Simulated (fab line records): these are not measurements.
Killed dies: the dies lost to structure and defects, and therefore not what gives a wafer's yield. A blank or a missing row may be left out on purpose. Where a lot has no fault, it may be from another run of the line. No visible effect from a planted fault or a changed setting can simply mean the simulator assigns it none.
Which tool was responsible? | flow nand-harc | Sampling: 12 lots, 36 wafers, 5 of 1302 route steps

WHAT EACH GAUGE READ, for each wafer
NHARC_P_STI_OVL_MEAS_10.
lot  | measured     | on         | overlay-x-nm (nm) | overlay-y-nm (nm)
L365 | day 3 14:29  | overlay-02 | -4 -4 -5          | 7 7 8
L366 | day 4 00:38  | overlay-02 | -4 -4 -4          | 2 2 2
L367 | day 4 12:17  | overlay-02 | -5 -5 -4          | -5 -6 -6
L368 | day 5 00:58  | overlay-02 | -8 -7 -7          | -5 -5 -5
L369 | day 5 10:16  | overlay-02 | 14 13 13          | 5 4 5
L372 | day 6 14:38  | overlay-01 | -12 -12 -12       | -10 -10 -9
L373 | day 7 02:50  | overlay-01 | -6 -6 -5          | 5 4 5
L376 | day 8 04:53  | overlay-01 | -5 -5 -6          | 2 3 2
L378 | day 9 01:34  | overlay-01 | 1 1 1             | -2 -1 -2
L383 | day 11 03:01 | overlay-01 | 1 1 1             | -2 -2 -2
L385 | day 11 22:48 | overlay-01 | 0 0 0             | 1 0 1
L386 | day 12 09:56 | overlay-01 | 2 2 2             | 2 2 1

NHARC_P_STI_OCD_MEAS_17.
lot  | measured     | on     | trench-depth-nm (nm) | trench-foot-cd-nm (nm)
L365 | day 3 15:11  | ocd-01 | 300 303 296          | 156.6 155.0 156.6
L366 | day 4 01:20  | ocd-01 | 298 299 300          | 157.9 159.2 157.5
L367 | day 4 12:59  | ocd-02 | 300 303 302          | 163.0 157.3 162.3
L368 | day 5 01:40  | ocd-02 | 301 304 299          | 162.8 159.8 165.4
L369 | day 5 10:58  | ocd-02 | 295 298 297          | 163.1 159.6 158.6
L372 | day 6 15:22  | ocd-01 | 297 301 295          | 160.0 162.9 160.7
L373 | day 7 03:32  | ocd-01 | 303 302 300          | 155.8 157.5 156.4
L376 | day 8 05:37  | ocd-02 | 299 301 303          | 155.9 152.9 153.4
L378 | day 9 02:16  | ocd-01 | 293 298 301          | 162.6 163.4 163.9
L383 | day 11 03:43 | ocd-02 | 304 300 294          | 155.6 154.5 156.3
L385 | day 11 23:30 | ocd-02 | 307 294 303          | 155.3 153.5 150.0
L386 | day 12 10:40 | ocd-01 | 304 301 305          | 159.9 155.2 160.7

NHARC_END_SORT_01.
lot  | measured     | on        | killed-at-array | killed-at-other | killed-at-periphery | killed-dies | killed-open | killed-short
L366 | day 26 05:37 | prober-02 | 27 29 23        | 0 2 1           | 6 3 4               | 33 34 28    | 1 2 1       | 2 5 3
L376 | day 30 00:29 | prober-01 | 55              | 1               | 9                   | 65          | 4           | 4
L378 | day 31 12:18 | prober-02 | 47              | 2               | 4                   | 53          | 1           | 1

TOOL THAT RAN EACH LOT (tool first, then ch and the chambers of the sampled wafers, then the start)
lot  | NHARC_P_ZERO_WELL_DESCUM_54        | NHARC_P_STI_ETCH_42
L365 | rie-diel-04 ch 2,3, day 2 21:54    | rie-diel-05 ch 0,1,3, day 3 14:45
L366 | rie-diel-04 ch 0,1,2, day 3 07:53  | rie-diel-05 ch 1,2,3, day 4 00:54
L367 | rie-diel-04 ch 1,2, day 3 18:02    | rie-diel-10 ch 0,1, day 4 12:32
L368 | rie-diel-12 ch 0,1,3, day 4 05:53  | rie-diel-13 ch 0,1,2, day 5 01:13
L369 | rie-diel-01 ch 0,1,2, day 4 13:44  | rie-diel-05 ch 0,1,3, day 5 10:32
L372 | rie-diel-04 ch 0,2, day 5 19:47    | rie-diel-13 ch 1,2,3, day 6 14:55
L373 | rie-diel-12 ch 2,3, day 6 06:03    | rie-diel-05 ch 2,3, day 7 03:05
L376 | rie-diel-12 ch 0,1, day 7 12:02    | rie-diel-05 ch 0,1, day 8 05:10
L378 | rie-diel-04 ch 0,2,3, day 8 08:11  | rie-diel-05 ch 0,1,3, day 9 01:49
L383 | rie-diel-04 ch 0,1, day 10 10:05   | rie-diel-13 ch 0,2,3, day 11 03:17
L385 | rie-diel-01 ch 0,1,3, day 11 06:31 | rie-diel-13 ch 1,2,3, day 11 23:04
L386 | rie-diel-12 ch 0,2,3, day 11 15:49 | rie-diel-05 ch 0,2, day 12 10:13
- NHARC_P_ZERO_WELL_DESCUM_54: chemistry O2, time 3 s.
- NHARC_P_STI_ETCH_42: etches the open film in N2/H2, target depth 80 nm, overetch 24 nm, time 61 s.

WHAT THE TOOLS THEMSELVES READ (means of the sampled wafers that have a number; where no wafer has one, the mark that the record gives instead)
NHARC_P_ZERO_WELL_DESCUM_54.
lot  | tool        | drypump-motor-current-A (A) | oes-product-au (a.u.) | rf-vpp-V (V) | showerhead-plenum-p-Torr (Torr) | throttle-valve-pct (%)
L365 | rie-diel-04 | 5.3                         | 1.005                 | 57.7         | 1.78                            | 11.307
L366 | rie-diel-04 | 5.9                         | 1.015                 | 57.3         | 1.83                            | 11.318
L367 | rie-diel-04 | 5.5                         | 1.004                 | 57.6         | 1.88                            | 11.325
L368 | rie-diel-12 | 5.9                         | 0.991                 | 57.4         | 1.94                            | 11.313
L369 | rie-diel-01 | 5.7                         | 1.002                 | 58.3         | 1.98                            | 11.317
L372 | rie-diel-04 | 6.2                         | 1.013                 | 56.6         | 1.79                            | 11.315
L373 | rie-diel-12 | 5.4                         | 1.003                 | 57.4         | 1.93                            | 11.322
L376 | rie-diel-12 | 6.1                         | 1.001                 | 57.9         | 1.86                            | 11.305
L378 | rie-diel-04 | 5.8                         | 1.003                 | 57.2         | 1.78                            | 11.303
L383 | rie-diel-04 | 6.4                         | 1.018                 | 57.6         | 1.83                            | 11.310
L385 | rie-diel-01 | 5.6                         | 0.991                 | 57.6         | 1.93                            | 11.313
L386 | rie-diel-12 | 5.7                         | 1.004                 | 57.4         | 1.87                            | 11.315

NHARC_P_STI_ETCH_42.
lot  | tool        | drypump-motor-current-A (A) | oes-product-au (a.u.) | rf-vpp-V (V) | run-length-s (s) | showerhead-plenum-p-Torr (Torr) | throttle-valve-pct (%)
L365 | rie-diel-05 | 5.7                         | 0.998                 | 429.1        | 82.1             | 2.01                            | 14.179
L366 | rie-diel-05 | 5.8                         | 0.993                 | 428.6        | 82.0             | 1.98                            | 14.163
L367 | rie-diel-10 | 5.7                         | 1.001                 | 430.0        | 82.0             | 2.02                            | 14.165
L368 | rie-diel-13 | 5.7                         | 1.003                 | 431.0        | 82.8             | 2.04                            | 14.159
L369 | rie-diel-05 | 5.8                         | 1.002                 | 429.8        | 81.9             | 2.01                            | 14.170
L372 | rie-diel-13 | 5.6                         | 0.998                 | 431.2        | 82.4             | 2.08                            | 14.158
L373 | rie-diel-05 | 5.4                         | 1.006                 | 429.6        | 82.6             | 2.00                            | 14.169
L376 | rie-diel-05 | 5.5                         | 0.987                 | 429.7        | 76.3             | 2.01                            | 14.176
L378 | rie-diel-05 | 5.7                         | 0.999                 | 430.2        | 76.6             | 2.01                            | 14.169
L383 | rie-diel-13 | 6.1                         | 0.992                 | 429.4        | 83.0             | 2.01                            | 14.187
L385 | rie-diel-13 | 5.5                         | 1.002                 | 431.4        | 82.5             | 2.08                            | 14.176
L386 | rie-diel-05 | 5.1                         | 0.997                 | 430.5        | 82.0             | 2.03                            | 14.183

THE ANSWER, worked out from the rows above alone
Rule: the lots themselves supply what counts as usual. The widest of any qualifying gaps counts: lots, ordered by their means at a reading, are off when they make up no more than a third of the lots, leave a main group of 4 or more, and stand apart from it by 3 or more times the standard deviation of that group's means. A main group is skipped when, at the precision printed for the reading in the tables above, its means are all equal. Also off: a lot with no number at a reading for which 4 or more lots have one. All remaining lots with rows at the step are treated as sound. After the gauges, taken in route order, come the tools' own readings; for these a lot's mean is taken, as printed above. At the first step where some lot is off, the reading lying furthest off is the one used; lots without a number count as furthest.
Off at NHARC_P_STI_ETCH_42 (run-length-s): L376, L378. Mean 82.3 s and standard deviation 0.37 in the main group.
A tool fits if, at that step or a process step before it, it ran every lot that is off, and no sound lot after the first of them. Of those tried, none fits.

WHAT THE SIMULATOR HAD INSERTED
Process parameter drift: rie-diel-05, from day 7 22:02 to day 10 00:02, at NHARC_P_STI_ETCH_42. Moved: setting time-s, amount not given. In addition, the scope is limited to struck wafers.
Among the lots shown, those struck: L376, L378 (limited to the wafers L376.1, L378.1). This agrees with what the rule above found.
